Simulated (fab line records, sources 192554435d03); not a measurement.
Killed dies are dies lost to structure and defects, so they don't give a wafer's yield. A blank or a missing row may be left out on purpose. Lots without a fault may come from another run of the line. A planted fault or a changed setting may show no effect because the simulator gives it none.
Chamber matching | flow n5_finfet | N5_FIN_SAQP_ETCH_64 on rie_si-03: 4 sister chambers
The step etches SiO2 in CF4, target depth 1.5 nm. 30 wafers are shown with their chamber, then 12 later ones without.

WAFERS WITH THEIR CHAMBER
wafer  | chamber | throttle_valve_pct (%) | drypump_motor_current_A (A) | oes_product_au (a.u.)
L074.2 | 0       | 21.91                  | 6.04                        | 1.07
L074.3 | 1       | 21.98                  | 5.66                        | 1.02
L074.4 | 3       | 21.77                  | 6.08                        | 0.97
L077.1 | 2       | 21.19                  | 5.57                        | 1.00
L077.2 | 1       | 21.96                  | 5.65                        | 1.03
L077.3 | 0       | 21.91                  | 6.08                        | 1.05
L078.3 | 3       | 21.77                  | 6.07                        | 0.95
L078.5 | 1       | 21.96                  | 5.63                        | 1.02
L078.6 | 2       | 21.20                  | 5.52                        | 1.00
L080.2 | 0       | 21.91                  | 6.03                        | 1.06
L080.4 | 1       | 21.98                  | 5.62                        | 1.02
L080.5 | 1       | 21.97                  | 5.67                        | 1.02
L081.1 | 3       | 21.77                  | 6.06                        | 0.95
L081.2 | 2       | 21.21                  | 5.54                        | 1.00
L081.3 | 1       | 21.96                  | 5.64                        | 1.01
L081.4 | 0       | 21.91                  | 5.95                        | 1.06
L081.5 | 2       | 21.19                  | 5.56                        | 0.99
L081.6 | 1       | 21.94                  | 5.64                        | 1.02
L082.1 | 1       | 21.96                  | 5.64                        | 1.01
L082.3 | 3       | 21.77                  | 6.06                        | 0.95
L082.6 | 3       | 21.77                  | 6.07                        | 0.95
L083.2 | 2       | 21.17                  | 5.53                        | 0.99
L083.5 | 2       | 21.21                  | 5.50                        | 1.00
L083.6 | 1       | 21.96                  | 5.66                        | 1.01
L090.1 | 1       | 21.98                  | 5.63                        | 1.01
L090.2 | 0       | 21.92                  | 6.00                        | 1.07
L090.3 | 2       | 21.20                  | 5.48                        | 1.01
L091.2 | 2       | 21.18                  | 5.57                        | 1.00
L091.4 | 1       | 21.98                  | 5.65                        | 1.02
L091.5 | 1       | 21.99                  | 5.68                        | 1.03

SIGNATURES (means of the wafers above)
reading                 | chamber 0 | chamber 1 | chamber 2 | chamber 3 | scatter within a chamber
throttle_valve_pct      | 21.9120   | 21.9683   | 21.1938   | 21.7700   | 0.0118
drypump_motor_current_A | 6.0200    | 5.6475    | 5.5338    | 6.0680    | 0.0282
oes_product_au          | 1.0620    | 1.0183    | 0.9988    | 0.9540    | 0.00748
Rule: a wafer's distance from a chamber is the root of the sum, over the readings, of the square of ((its reading less the chamber's mean) divided by the reading's scatter). The wafer belongs to the nearest chamber; if the next one is less than 2 further off, it can't be placed. The scatter: the root of (the sum of the squares of (reading less its chamber's mean) over the shown wafers, divided by (wafers less chambers)).

WAFERS WITHOUT THEIR CHAMBER
wafer  | throttle_valve_pct (%) | drypump_motor_current_A (A) | oes_product_au (a.u.)
L093.1 | 21.91                  | 6.02                        | 1.06
L093.3 | 21.78                  | 6.07                        | 0.97
L093.5 | 21.20                  | 5.54                        | 1.01
L096.1 | 21.78                  | 6.06                        | 0.96
L096.2 | 21.97                  | 5.65                        | 1.03
L096.3 | 21.90                  | 6.09                        | 1.07
L096.4 | 21.20                  | 5.55                        | 1.01
L096.5 | 21.19                  | 5.53                        | 1.01
L096.6 | 21.78                  | 6.05                        | 0.97
L097.2 | 21.90                  | 6.07                        | 1.05
L097.3 | 21.19                  | 5.54                        | 1.00
L097.6 | 21.90                  | 5.99                        | 1.05

WHICH CHAMBER EACH WENT THROUGH
wafer  | from the rows above | in truth
L093.1 | 0                   | 0
L093.3 | 3                   | 3
L093.5 | 2                   | 2
L096.1 | 3                   | 3
L096.2 | 1                   | 1
L096.3 | 0                   | 0
L096.4 | 2                   | 2
L096.5 | 2                   | 2
L096.6 | 3                   | 3
L097.2 | 0                   | 0
L097.3 | 2                   | 2
L097.6 | 0                   | 0
Placed correctly: 12 of 12. Can't be placed from these rows: 0. Placed wrongly: 0.
